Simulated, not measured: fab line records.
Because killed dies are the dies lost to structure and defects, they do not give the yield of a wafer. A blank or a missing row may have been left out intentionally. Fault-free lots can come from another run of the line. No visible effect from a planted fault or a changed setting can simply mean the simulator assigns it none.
fab line records	flow n5_finfet
[record] lots = 7	wafers = 21
route steps=1938 shown WELL_APT@21 PMOS_HMC_CHANNEL_EPI@62 FIN_SAQP@116 DUMMY_GATE@237 SD_EPI_N@279 SD_EPI_P@321 SD_ACTIVATION@330 ILD0@338 MOL_CONTACT_COAG@559
start_h: start of the lot's first displayed wafer, in hours after the record's first day	wait_h: hours since the lot's step before	" repeats the value in the row above	L1.1+2: one row covering several wafers at once	- value missing, or start not given	* or withheld: withheld	< > ~ a bound
route shown NAME@n: NAME is a module with steps in the file, n the number in the route of the first one	usual: the fault-free wafers' mean and standard deviation	same: alike in all rows	chamber/n: place in a boat	sites: readings site by site	_std_site: standard deviation of those values	_edge_site: inner sites' mean taken away from outer sites' mean	radius_mm: how far each site lies from the wafer's centre	mask NAME#n: copy n	behind: tool/chamber where the wafer was last shaped	hold: what put the lot on hold/how long, in hours/how the hold closed	device: whichever transistor did not switch (one of n, p or np)	end of line: the same wafers' tests at the end of the route	for a step that has no rows: nothing shown but its recipe	killed: dies that structure and defects cost at the first sort, which is not the same as the wafer's yield	map: shows each die of a wafer: x if killed, . if not, _ if none is there
set.NAME: the setting as run; set.NAME@STEP: as run at that earlier step	model.NAME: the simulator's own value behind a step, which no gauge read
lots where settings were altered on purpose, with a table for each step and a row for each wafer
[[steps]]
[step N5_WELL_APT_COAT_02]
[recipe] spin_rpm = 1357	resist_thk_nm = 950
lot.wafer	tool	chamber	start_h	wait_h	set.spin_rpm	model.coat_of_WELL_APT_COAT_02.thk_nm
L076.3	litho_track-03	0	-	-	1357	950.5
L076.4	"	0	"	"	1357	951.8
L076.6	"	0	"	"	1357	950.8
L077.1	litho_track-05	0	-	-	1258	987
L077.2	"	0	"	"	1258	989.7
L077.5	"	0	"	"	1258	986.1
L085.1	litho_track-03	0	-	-	1357	953
L085.4	"	0	"	"	1357	954.3
L085.5	"	0	"	"	1505	905.9
L088.1	litho_track-03	0	-	-	1357	948.9
L088.4	"	0	"	"	1357	949
L088.5	"	0	"	"	1467	911.4
L092.1	litho_track-03	0	-	-	1357	948
L092.2	"	0	"	"	1357	951.1
L092.3	"	0	"	"	1357	951.3
L093.1	litho_track-05	0	-	-	1289	973.9
L093.3	"	0	"	"	1289	975.4
L093.6	"	0	"	"	1357	951.2
L094.2	litho_track-04	0	-	-	1357	951.8
L094.5	"	0	"	"	1357	951.7
L094.6	"	0	"	"	1357	952.8
[step N5_PMOS_HMC_CHANNEL_EPI_EXPOSE_06]
[recipe] mask_id = PMOS_HMC_BLK	na = 1.35	source_shape = conventional	sigma_outer = 0.8	polarization = unpolarized	target_cd_nm = 240	dose_mj = 41
lot.wafer	tool	chamber	start_h	wait_h	mask	set.dose_mj
L076.3+6	arfi_scanner-01	0	29.05	-	PMOS_HMC_BLK#0	41
L076.4	"	0	"	"	PMOS_HMC_BLK#0	38.65
L077.1+2+5	arfi_scanner-02	0	35.33	-	PMOS_HMC_BLK#0	41
L085.1+5	arfi_scanner-01	0	83.74	-	PMOS_HMC_BLK#0	41
L085.4	"	0	"	"	PMOS_HMC_BLK#0	41.95
L088.1+4+5	arfi_scanner-03	0	102.22	-	PMOS_HMC_BLK#0	41
L092.1+2	arfi_scanner-02	0	126.81	-	PMOS_HMC_BLK#0	41
L092.3	"	0	"	"	PMOS_HMC_BLK#0	43.11
L093.1+3+6	arfi_scanner-02	0	131.06	-	PMOS_HMC_BLK#0	42.29
L094.2+5+6	arfi_scanner-02	0	137.00	-	PMOS_HMC_BLK#0	41
[step N5_PMOS_HMC_CHANNEL_EPI_PEB_07]
[recipe] peb_temp_c = 110	peb_time_s = 60	resist = CAR-ArF-block
lot.wafer	tool	chamber	start_h	wait_h	set.peb_time_s
L076.3+4+6	litho_track-01	0	29.09	0.0	65.41
L077.1+2	litho_track-02	0	35.39	0.1	66.24
L077.5	"	0	"	"	60
L085.1+4	litho_track-01	0	83.80	0.1	60
L085.5	"	0	"	"	49.93
L088.1+5	litho_track-02	0	102.27	0.1	55.71
L088.4	"	0	"	"	60
L092.1+2+3	litho_track-01	0	126.87	0.1	60
L093.1+6	litho_track-03	0	131.11	0.1	68.33
L093.3	"	0	"	"	60
L094.2+5+6	litho_track-01	0	137.05	0.0	60
[step N5_PMOS_HMC_CHANNEL_EPI_DEVELOP_08]
[recipe] develop_time_s = 30	developer = TMAH	resist = CAR-ArF-block	dev_temp_c = 23	rinse_liquid = diw	dry = air_spin
[step N5_PMOS_HMC_CHANNEL_EPI_CD_MEAS_09]
[recipe] target_cd_nm = 237.4	landing_energy_ev = 500	detector = se_inlens
[usual] cd_nm = 237.1/1.1
lot.wafer	tool	chamber	start_h	wait_h	set.dose_mj@PMOS_HMC_CHANNEL_EPI_EXPOSE_06	set.peb_time_s@PMOS_HMC_CHANNEL_EPI_PEB_07	cd_nm
L076.3	cd_sem-03	0	29.16	-	41	65.41	240.1
L076.4	"	0	"	"	38.65	65.41	235.2
L076.6	"	0	"	"	41	65.41	239.2
L077.1	cd_sem-01	0	35.45	-	41	66.24	240.0
L077.2	"	0	"	"	41	66.24	239.9
L077.5	"	0	"	"	41	60	236.4
L085.1	cd_sem-02	0	83.87	-	41	60	235.4
L085.4	"	0	"	"	41.95	60	238.8
L085.5	"	0	"	"	41	49.93	228.7
L088.1	cd_sem-03	0	102.34	-	41	55.71	234.1
L088.4	"	0	"	"	41	60	238.3
L088.5	"	0	"	"	41	55.71	233.3
L092.1	cd_sem-01	0	126.94	-	41	60	238.2
L092.2	"	0	"	"	41	60	237.8
L092.3	"	0	"	"	43.11	60	242.2
L093.1	cd_sem-01	0	131.18	-	42.29	68.33	246.0
L093.3	"	0	"	"	42.29	60	240.3
L093.6	"	0	"	"	42.29	68.33	247.3
L094.2	cd_sem-03	0	137.12	-	41	60	237.1
L094.5	"	0	"	"	41	60	237.1
L094.6	"	0	"	"	41	60	237.5
[step N5_PMOS_HMC_CHANNEL_EPI_DESCUM_14]
[recipe] chemistry = O2	time_s = 7.9	source_power_w = 50	bias_power_w = 20	pressure_mtorr = 20	rf_frequency_hz = 2.712e+07	temp_c = 40	resist = CAR-ArF-block	o2_flow_sccm = 225
lot.wafer	tool	chamber	start_h	wait_h	set.dose_mj@PMOS_HMC_CHANNEL_EPI_EXPOSE_06	set.peb_time_s@PMOS_HMC_CHANNEL_EPI_PEB_07	model.PMOS_HMC_CHANNEL_EPI.cd_nm
L076.3	rie_diel-06	3	29.25	0.0	41	65.41	240.4
L076.4	"	0	"	"	38.65	65.41	235.2
L076.6	"	1	"	"	41	65.41	239.5
L077.1	rie_diel-03	2	35.61	0.1	41	66.24	240.1
L077.2	"	0	"	"	41	66.24	239.9
L077.5	"	0	"	"	41	60	236.2
L085.1	rie_diel-03	1	83.96	0.0	41	60	234.8
L085.4	"	2	"	"	41.95	60	238.4
L085.5	"	2	"	"	41	49.93	228.5
L088.1	rie_diel-05	0	102.43	0.0	41	55.71	234.1
L088.4	"	0	"	"	41	60	238.3
L088.5	"	2	"	"	41	55.71	233.6
L092.1	rie_diel-03	2	127.56	0.6	41	60	238
L092.2	"	1	"	"	41	60	237.7
L092.3	"	0	"	"	43.11	60	241.7
L093.1	rie_diel-03	1	131.34	0.1	42.29	68.33	245.4
L093.3	"	0	"	"	42.29	60	240.2
L093.6	"	0	"	"	42.29	68.33	247.1
L094.2+5	rie_diel-03	3,0	137.21	0.0	41	60	236.8
L094.6	"	1	"	"	41	60	237.2
[step N5_FIN_SAQP_ETCH_52]
[recipe] chemistry = N2/H2	target = SOC	target_depth_a = 1000	overetch_a = 200	mask_material = SiARC	temp_c = 40	time_s = 150	ion_energy_ev = 200	pressure_mtorr = 30	source_w = 840	bias_w = 150	n2_flow_sccm = 200	h2_flow_sccm = 200	ends = end_point
[usual] rf_vpp_V = 523.3/2.2
lot.wafer	tool	chamber	start_h	wait_h	set.source_w	rf_vpp_V
L076.3	rie_diel-02	3	34.49	0.0	840	528.3
L076.4	"	2	"	"	840	522.9
L076.6	"	3	"	"	730.1	553.0
L077.1	rie_diel-04	3	41.06	0.0	840	524.2
L077.2	"	2	"	"	795.3	534.6
L077.5	"	1	"	"	840	522.6
L085.1	rie_diel-04	3	88.45	0.0	840	526.3
L085.4	"	1	"	"	723.5	547.5
L085.5	"	0	"	"	840	521.5
L088.1	rie_diel-01	3	107.61	0.0	840	522.2
L088.4	"	3	"	"	750	543.6
L088.5	"	2	"	"	750	545.1
L092.1	rie_diel-04	3	132.14	0.0	760.9	541.8
L092.2	"	2	"	"	760.9	543.5
L092.3	"	1	"	"	840	521.9
L093.1	rie_diel-02	2	136.08	0.0	840	521.7
L093.3	"	3	"	"	781.9	539.3
L093.6	"	2	"	"	840	522.7
L094.2	rie_diel-01	0	141.74	0.0	840	523.3
L094.5	"	3	"	"	840	519.5
L094.6	"	2	"	"	840	524.2
[step N5_FIN_SAQP_SPACER1_ALD_24]
[recipe] material = SiO2	target_thk_a = 203	temp_c = 300	ald_precursor_family = BDEAS	ald_co_reactant = O2-plasma	pulse_time_s = 1	purge_time_s = 2	co_reactant_purge_time_s = 2	ald_cycles = 218	pressure_torr = 2
lot.wafer	tool	chamber	start_h	wait_h	set.ald_cycles	model.SiO2_of_FIN_SAQP_SPACER1_ALD_24.thk_nm
L076.3+4	ald_sin-03	1,0	35.50	0.1	218	20.4
L076.6	"	1	"	"	218	20.2
L077.1	ald_sin-04	1	42.12	0.3	218	20.2
L077.2+5	"	3	"	"	218	20.4
L085.1	ald_sin-04	1	89.45	0.3	229	21.2
L085.4	"	3	"	"	229	21.4
L085.5	"	3	"	"	218	20.4
L088.1+5	ald_sin-03	0,3	109.07	0.3	218	20.4
L088.4	"	3	"	"	196	18.2
L092.1	ald_sin-04	2	133.91	0.8	218	20.4
L092.2	"	3	"	"	228	21.4
L092.3	"	0	"	"	218	20.2
L093.1	ald_sin-02	3	137.33	0.4	218	20.4
L093.3+6	"	0	"	"	218	20.2
L094.2+6	ald_sin-02	1,2	142.74	0.3	218	20.2
L094.5	"	1	"	"	218	20.4
[step N5_FIN_SAQP_SPACER1_ETCHBACK_25]
[recipe] chemistry = CHF3/O2	mode = anisotropic_etchback	target = SiO2	target_depth_a = 244	time_s = 12.2	pressure_mtorr = 30	source_w = 650	bias_w = 170	Ar_flow_sccm = 200	CHF3_flow_sccm = 50	O2_flow_sccm = 5	ion_energy_ev = 200
[step N5_FIN_SAQP_MANDREL1_REMOVE_56]
[recipe] chemistry = HBr/Cl2/O2	bt_time_s = 10	target = a-Si	stop_on = SiNx	endpoint = OES-SiCl	over_etch_frac = 1	icp_w = 600	bias_w = 22	HBr_flow_sccm = 150	Cl2_flow_sccm = 80	O2_flow_sccm = 5	pressure_mtorr = 10
lot.wafer	tool	chamber	start_h	wait_h	set.ald_cycles@FIN_SAQP_SPACER1_ALD_24	model.FIN_SAQP.cd_nm
L076.3	rie_si-04	0	36.31	0.1	218	20.6
L076.4	"	2	"	"	218	20.4
L076.6	"	2	"	"	218	20.2
L077.1+2+5	rie_si-04	0,3,1	42.93	0.1	218	20.4
L085.1	rie_si-04	2	90.25	0.1	229	21.2
L085.4	"	3	"	"	229	21.4
L085.5	"	1	"	"	218	20.4
L088.1+5	rie_si-05	0	109.94	0.1	218	20.2
L088.4	"	2	"	"	196	18.2
L092.1+3	rie_si-06	0,2	134.72	0.1	218	20.4
L092.2	"	1	"	"	228	21.6
L093.1	rie_si-06	2	138.14	0.1	218	20.4
L093.3+6	"	0	"	"	218	20.2
L094.2+6	rie_si-06	2,0	143.65	0.1	218	20.2
L094.5	"	1	"	"	218	20.4
[step N5_FIN_SAQP_CD_MEAS_27]
[recipe] target_cd_nm = 20	landing_energy_ev = 1000	detector = se_inlens	polarity = line
[usual] cd_nm = 20.29/0.24
lot.wafer	tool	chamber	start_h	wait_h	set.ald_cycles@FIN_SAQP_SPACER1_ALD_24	cd_nm
L076.3	cd_sem-01	0	36.42	0.1	218	20.37
L076.4	"	0	"	"	218	20.49
L076.6	"	0	"	"	218	20.24
L077.1	cd_sem-03	0	43.04	0.1	218	20.11
L077.2	"	0	"	"	218	20.73
L077.5	"	0	"	"	218	20.31
L085.1	cd_sem-03	0	90.36	0.1	229	21.38
L085.4	"	0	"	"	229	21.29
L085.5	"	0	"	"	218	20.43
L088.1	cd_sem-02	0	110.05	0.1	218	20.27
L088.4	"	0	"	"	196	18.16
L088.5	"	0	"	"	218	20.39
L092.1	cd_sem-02	0	134.83	0.1	218	20.43
L092.2	"	0	"	"	228	21.16
L092.3	"	0	"	"	218	20.40
L093.1	cd_sem-03	0	138.25	0.1	218	20.12
L093.3	"	0	"	"	218	20.44
L093.6	"	0	"	"	218	20.26
L094.2	cd_sem-01	0	143.76	0.1	218	20.29
L094.5	"	0	"	"	218	20.59
L094.6	"	0	"	"	218	20.12
[step N5_DUMMY_GATE_ETCH_37]
[recipe] chemistry = N2/H2	target = SOC	target_depth_a = 600	overetch_a = 300	temp_c = 40	ion_energy_ev = 200	pressure_mtorr = 30	source_w = 840	bias_w = 150	n2_flow_sccm = 200	h2_flow_sccm = 200
[usual] rf_vpp_V = 524.9/2.5
lot.wafer	tool	chamber	start_h	wait_h	set.source_w	rf_vpp_V
L076.3	rie_diel-05	2	58.38	0.0	840	519.9
L076.4	"	0	"	"	777	540.3
L076.6	"	0	"	"	777	540.2
L077.1	rie_diel-05	0	65.60	0.0	740.7	547.5
L077.2	"	2	"	"	840	520.3
L077.5	"	3	"	"	840	526.0
L085.1	rie_diel-05	0	112.52	0.0	799	533.1
L085.4	"	2	"	"	799	529.7
L085.5	"	0	"	"	799	535.1
L088.1	rie_diel-03	2	133.88	0.0	840	530.4
L088.4	"	3	"	"	840	523.1
L088.5	"	1	"	"	840	526.2
L092.1	rie_diel-06	3	156.23	0.0	840	520.8
L092.2	"	2	"	"	695.1	557.7
L092.3	"	0	"	"	840	522.9
L093.1	rie_diel-05	3	160.14	0.0	953.5	503.9
L093.3	"	1	"	"	953.5	504.8
L093.6	"	2	"	"	840	519.7
L094.2	rie_diel-06	3	166.27	0.0	840	522.6
L094.5	"	0	"	"	840	523.2
L094.6	"	3	"	"	840	521.2
[step N5_DUMMY_GATE_ETCH_31]
[recipe] chemistry = C4F6/O2	target = SiO2	mask_material = SOC	target_depth_a = 825	time_s = 27.5	ion_energy_ev = 250	pressure_mtorr = 30	source_w = 345	bias_w = 185	Ar_flow_sccm = 300	C4F6_flow_sccm = 10	O2_flow_sccm = 10
lot.wafer	tool	chamber	start_h	wait_h	set.target_depth_a	model.etch.depth_nm
L076.3	rie_diel-03	3	58.82	0.1	825	82.79
L076.4	"	1	"	"	854.3	83.93
L076.6	"	2	"	"	854.3	87.14
L077.1	rie_diel-05	2	65.88	0.0	825	82.47
L077.2	"	3	"	"	733.8	73.6
L077.5	"	0	"	"	825	82.17
L085.1	rie_diel-06	2	112.93	0.1	825	84.64
L085.4	"	0	"	"	825	81.95
L085.5	"	3	"	"	825	82.99
L088.1	rie_diel-06	0	134.21	0.1	825	82.29
L088.4	"	2	"	"	825	84.28
L088.5	"	0	"	"	748.3	74.31
L092.1	rie_diel-03	1	156.51	0.0	825	79.2
L092.2	"	0	"	"	767.9	77.98
L092.3	"	2	"	"	767.9	77.32
L093.1	rie_diel-05	3	160.42	0.0	728.9	74.1
L093.3	"	1	"	"	728.9	72.25
L093.6	"	3	"	"	825	83.44
L094.2	rie_diel-03	0	166.55	0.0	825	84.11
L094.5	"	3	"	"	825	82.27
L094.6	"	0	"	"	825	83.58
[step N5_SD_EPI_N_ETCH_16]
[recipe] chemistry = CHF3/O2	target = SiO2	target_depth_a = 50	mask_material = SOC	pressure_mtorr = 30	source_w = 650	bias_w = 170	Ar_flow_sccm = 200	CHF3_flow_sccm = 50	O2_flow_sccm = 5	ion_energy_ev = 200
lot.wafer	tool	chamber	start_h	wait_h	set.target_depth_a	model.etch.depth_nm
L076.3	rie_diel-04	1	61.98	0.1	50	5.007
L076.4	"	0	"	"	50	5.143
L076.6	"	2	"	"	45.04	4.523
L077.1	rie_diel-02	1	68.31	0.1	50	5.01
L077.2	"	0	"	"	50	4.864
L077.5	"	3	"	"	50	5.038
L085.1	rie_diel-02	2	115.80	0.1	54.97	5.547
L085.4	"	3	"	"	50	5.003
L085.5	"	3	"	"	50	4.996
L088.1	rie_diel-02	3	136.93	0.1	50	4.967
L088.4	"	1	"	"	50	5.023
L088.5	"	3	"	"	50	4.976
L092.1	rie_diel-01	3	159.38	0.1	45.07	4.459
L092.2	"	0	"	"	50	4.993
L092.3	"	1	"	"	45.07	4.446
L093.1	rie_diel-01	2	163.30	0.1	43.97	4.368
L093.3	"	3	"	"	50	5
L093.6	"	0	"	"	50	4.955
L094.2	rie_diel-04	2	168.99	0.1	50	5.037
L094.5	"	2	"	"	50	5.055
L094.6	"	3	"	"	50	5.016
[step N5_SD_EPI_N_EPI_21]
[recipe] material = Si:P	dopant = P	temp_c = 680	pressure_torr = 255	time_s = 690
lot.wafer	tool	chamber	start_h	wait_h	set.temp_c	model.Si-P_of_SD_EPI_N_EPI_21.thk_nm
L076.3	epi_rpcvd-03	0	63.96	0.9	680	58.6
L076.4+6	"	0	"	"	680	58
L077.1	epi_rpcvd-04	0	72.07	0.2	683.8	62.8
L077.2	"	0	"	"	680	58.4
L077.5	"	0	73.57	1.5	680	56.8
L085.1	epi_rpcvd-02	0	117.04	0.2	680	59.4
L085.4+5	"	0	118.16	1.2	680	59.6
L088.1	epi_rpcvd-04	0	137.99	0.1	681.7	59.6
L088.4	"	0	"	"	680	58.2
L088.5	"	0	"	"	681.7	60.2
L092.1+3	epi_rpcvd-04	0	160.67	0.1	680	58
L092.2	"	0	"	"	680	58.4
L093.1	epi_rpcvd-04	0	164.38	0.1	682.7	61.8
L093.3	"	0	"	"	680	58.2
L093.6	"	0	"	"	682.7	62
L094.2	epi_rpcvd-03	0	170.69	0.5	680	59.4
L094.5	"	0	171.81	1.5	680	58.8
L094.6	"	0	"	"	680	59
[step N5_SD_EPI_N_PRECLEAN_24]
[recipe] chemistry = O3/DIW	time_s = 60	temp_c = 22	o3_ppm = 10
[step N5_SD_EPI_P_EPI_21]
[recipe] material = SiGe:B	dopant = B	temp_c = 550	pressure_torr = 20	ambient = H2	time_s = 355
[step N5_SD_EPI_P_HM_STRIP_48]
[recipe] chemistry = H3PO4	temp_c = 160	material = SiNx	target = SiNx	target_depth_a = 30	overetch_fraction = 0.3
lot.wafer	tool	chamber	start_h	wait_h	set.temp_c@SD_EPI_N_EPI_21	model.Si-P_of_SD_EPI_N_EPI_21.thk_nm
L076.3	wet_bench-05	2	70.02	0.0	680	58
L076.4+6	"	5,3	"	"	680	57.4
L077.1	wet_bench-06	3	78.99	0.0	683.8	62
L077.2	"	5	"	"	680	57.6
L077.5	"	2	"	"	680	56.2
L085.1	wet_bench-02	1	124.30	0.0	680	58.8
L085.4+5	"	5,4	"	"	680	59
L088.1	wet_bench-06	0	144.25	0.0	681.7	59
L088.4	"	6	"	"	680	57.6
L088.5	"	7	"	"	681.7	59.6
L093.1+6	wet_bench-06	4,0	170.85	0.0	682.7	61.2
L093.3	"	6	"	"	680	57.6
L092.1+3	wet_bench-05	2,3	171.66	0.0	680	57.4
L092.2	"	5	"	"	680	57.8
L094.2	wet_bench-06	7	178.50	0.0	680	58.8
L094.5	"	0	"	"	680	58.2
L094.6	"	3	"	"	680	58.4
[step N5_SD_EPI_P_SRD_49]
[recipe] dry = ipa_marangoni	time_s = 30	temp_c = 23	rinse_liquid = diw
[step N5_SD_EPI_P_PRECLEAN_24]
[recipe] chemistry = O3/DIW	time_s = 45	temp_c = 22	o3_ppm = 10
[step N5_SD_ACTIVATION_RTA_00]
[recipe] temp_c = 975	time_s = 0	ambient = N2	idle_temp_c = 600	ramp_up_c_per_s = 150	ramp_down_c_per_s = 60	cool_to_c = 600
[step N5_SD_ACTIVATION_LSA_01]
[recipe] temp_c = 1080	time_s = 0.0008	ambient = N2
[step N5_SD_ACTIVATION_RS_MEAS_03]
[recipe] thk_meas_gauge = four-point-probe
[usual] RS_SD_N = 21.99/0.26	RS_SD_P = 56.2/0.95
lot.wafer	tool	chamber	start_h	wait_h	set.temp_c@SD_EPI_N_EPI_21	RS_SD_N[ohm/sq]	RS_SD_P[ohm/sq]
L076.3	film_metro-02	-	70.65	0.2	680	22.17	55.3
L076.4	"	-	"	"	680	22.34	55.4
L076.6	"	-	"	"	680	22.26	56.1
L077.1	film_metro-02	-	79.56	0.2	683.8	20.66	57.1
L077.2	"	-	"	"	680	21.98	57.6
L077.5	"	-	"	"	680	22.76	56.1
L085.1	film_metro-01	-	124.88	0.2	680	21.61	58.3
L085.4	"	-	"	"	680	21.80	56.9
L085.5	"	-	"	"	680	21.72	56.7
L088.1	film_metro-01	-	144.98	0.2	681.7	21.63	54.7
L088.4	"	-	"	"	680	21.97	54.6
L088.5	"	-	"	"	681.7	21.59	53.8
L093.1	film_metro-01	-	171.69	0.2	682.7	20.78	56.2
L093.3	"	-	"	"	680	22.21	55.8
L093.6	"	-	"	"	682.7	20.83	54.3
L092.1	film_metro-01	-	172.25	0.2	680	22.25	56.7
L092.2	"	-	"	"	680	21.98	55.3
L092.3	"	-	"	"	680	22.06	56.3
L094.2	film_metro-01	-	179.10	0.2	680	21.84	57.2
L094.5	"	-	"	"	680	21.98	57.8
L094.6	"	-	"	"	680	21.70	56.9
[step N5_ILD0_CMP_03]
[recipe] stop_on = SiNx	t_overpolish_s = 1.9	post_cmp_clean = alkaline_brush	down_force_psi = 4.1491	platen_rpm = 51.796	pad_velocity_m_s = 1.0306	target_thk_nm = 197.38
[usual] time_to_endpoint_s = 72/3.2
lot.wafer	tool	chamber	start_h	wait_h	set.down_force_psi	time_to_endpoint_s
L076.3	cmp-02	3	73.54	0.0	3.344	89
L076.4	"	1	"	"	4.1491	74
L076.6	"	3	"	"	3.344	92
L077.2	cmp-02	1	82.48	0.1	4.1491	70
L077.1	"	2	"	"	3.593	78
L077.5	"	0	"	"	3.593	80
L085.4	cmp-01	2	127.68	0.1	4.1491	76
L085.1	"	3	"	"	4.1491	64
L085.5	"	1	"	"	4.1491	71
L088.4	cmp-02	3	147.71	0.0	4.1491	78
L088.1	"	1	"	"	5.061	62
L088.5	"	0	"	"	5.061	62
L093.1	cmp-02	3	174.49	0.1	3.461	91
L093.3	"	0	"	"	4.1491	74
L093.6	"	2	"	"	3.461	85
L092.1	cmp-03	3	175.94	0.0	3.406	86
L092.3	"	0	"	"	3.406	91
L092.2	"	1	"	"	4.1491	73
L094.2	cmp-01	2	181.81	0.0	4.1491	76
L094.5	"	2	"	"	4.1491	75
L094.6	"	3	"	"	4.1491	72
[step N5_MOL_CONTACT_COAG_ALD_27]
[recipe] material = SiOC	target_thk_a = 170	temp_c = 400	ald_precursor_family = carbosiloxane	ald_co_reactant = H2-plasma	pulse_time_s = 1.5	time_s = 2720	purge_time_s = 2	co_reactant_purge_time_s = 2	ald_cycles = 340	pressure_torr = 2
lot.wafer	tool	chamber	start_h	wait_h	set.ald_cycles	model.SiOC_of_MOL_CONTACT_COAG_ALD_27.thk_nm
L076.3	ald_sin-02	2	109.65	0.0	295	14.8
L076.4	"	3	"	"	295	14.6
L076.6	"	0	"	"	340	17.2
L077.1	ald_sin-03	3	116.41	0.0	340	17
L077.2+5	"	0,2	"	"	381	19
L085.1	ald_sin-02	3	162.29	0.0	340	16.8
L085.4	"	1	"	"	340	17
L085.5	"	1	"	"	300	15
L088.1	ald_sin-02	1	180.42	0.0	302	15.2
L088.4+5	"	0,2	"	"	340	17
L093.1+3	ald_sin-02	3,1	210.24	0.0	371	18.6
L093.6	"	3	"	"	340	17
L094.2+5+6	ald_sin-02	2,2,3	218.03	0.0	340	17
L092.1+2+3	ald_sin-04	3,0,2	218.19	0.0	340	17
[[key]]
[split] step = N5_WELL_APT_COAT_02	setting = spin_rpm	stated = 1357	by = wafer
[response] step = N5_WELL_APT_COAT_02	reading = model.coat_of_WELL_APT_COAT_02.thk_nm	change = -4.5	per = 1%	r = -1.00
[split] step = N5_PMOS_HMC_CHANNEL_EPI_EXPOSE_06	setting = dose_mj	stated = 41	by = wafer
[response] step = N5_PMOS_HMC_CHANNEL_EPI_CD_MEAS_09	reading = cd_nm	slope = +0.833	per = 1%	together_with = peb_time_s@PMOS_HMC_CHANNEL_EPI_PEB_07	explained = 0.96
[response] step = N5_PMOS_HMC_CHANNEL_EPI_DESCUM_14	reading = model.PMOS_HMC_CHANNEL_EPI.cd_nm	slope = +0.83	per = 1%	together_with = peb_time_s@PMOS_HMC_CHANNEL_EPI_PEB_07	explained = 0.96
[split] step = N5_PMOS_HMC_CHANNEL_EPI_PEB_07	setting = peb_time_s	stated = 60	by = wafer
[response] step = N5_PMOS_HMC_CHANNEL_EPI_CD_MEAS_09	reading = cd_nm	change = +0.473	per = 1%	r = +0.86
[response] step = N5_PMOS_HMC_CHANNEL_EPI_DESCUM_14	reading = model.PMOS_HMC_CHANNEL_EPI.cd_nm	slope = +0.434	per = 1%	together_with = dose_mj@PMOS_HMC_CHANNEL_EPI_EXPOSE_06	explained = 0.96
[split] step = N5_FIN_SAQP_ETCH_52	setting = source_w	stated = 840	by = wafer
[response] step = N5_FIN_SAQP_ETCH_52	reading = rf_vpp_V	change = -2.02	per = 1%	r = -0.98
[split] step = N5_FIN_SAQP_SPACER1_ALD_24	setting = ald_cycles	stated = 218	by = wafer
[response] step = N5_FIN_SAQP_SPACER1_ALD_24	reading = model.SiO2_of_FIN_SAQP_SPACER1_ALD_24.thk_nm	change = +0.214	per = 1%	r = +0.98
[response] step = N5_FIN_SAQP_MANDREL1_REMOVE_56	reading = model.FIN_SAQP.cd_nm	change = +0.204	per = 1%	r = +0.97
[response] step = N5_FIN_SAQP_CD_MEAS_27	reading = cd_nm	change = +0.202	per = 1%	r = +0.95
[split] step = N5_DUMMY_GATE_ETCH_37	setting = source_w	stated = 840	by = wafer
[response] step = N5_DUMMY_GATE_ETCH_37	reading = rf_vpp_V	change = -1.87	per = 1%	r = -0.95
[split] step = N5_DUMMY_GATE_ETCH_31	setting = target_depth_a	stated = 825	by = wafer
[response] step = N5_DUMMY_GATE_ETCH_31	reading = model.etch.depth_nm	change = +0.79	per = 1%	r = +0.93
[split] step = N5_SD_EPI_N_ETCH_16	setting = target_depth_a	stated = 50	by = wafer
[response] step = N5_SD_EPI_N_ETCH_16	reading = model.etch.depth_nm	change = +0.0537	per = 1%	r = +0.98
[split] step = N5_SD_EPI_N_EPI_21	setting = temp_c	stated = 680	by = wafer
[response] step = N5_SD_EPI_N_EPI_21	reading = model.Si-P_of_SD_EPI_N_EPI_21.thk_nm	change = +9.02	per = 1%	r = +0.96
[response] step = N5_SD_EPI_P_HM_STRIP_48	reading = model.Si-P_of_SD_EPI_N_EPI_21.thk_nm	change = +8.84	per = 1%	r = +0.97
[response] step = N5_SD_ACTIVATION_RS_MEAS_03	reading = RS_SD_N	change = -3	per = 1%	r = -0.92
[split] step = N5_ILD0_CMP_03	setting = down_force_psi	stated = 4.1491	by = wafer
[response] step = N5_ILD0_CMP_03	reading = time_to_endpoint_s	change = *	per = 1%	r = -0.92
[split] step = N5_MOL_CONTACT_COAG_ALD_27	setting = ald_cycles	stated = 340	by = wafer
[response] step = N5_MOL_CONTACT_COAG_ALD_27	reading = model.SiOC_of_MOL_CONTACT_COAG_ALD_27.thk_nm	change = +0.171	per = 1%	r = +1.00
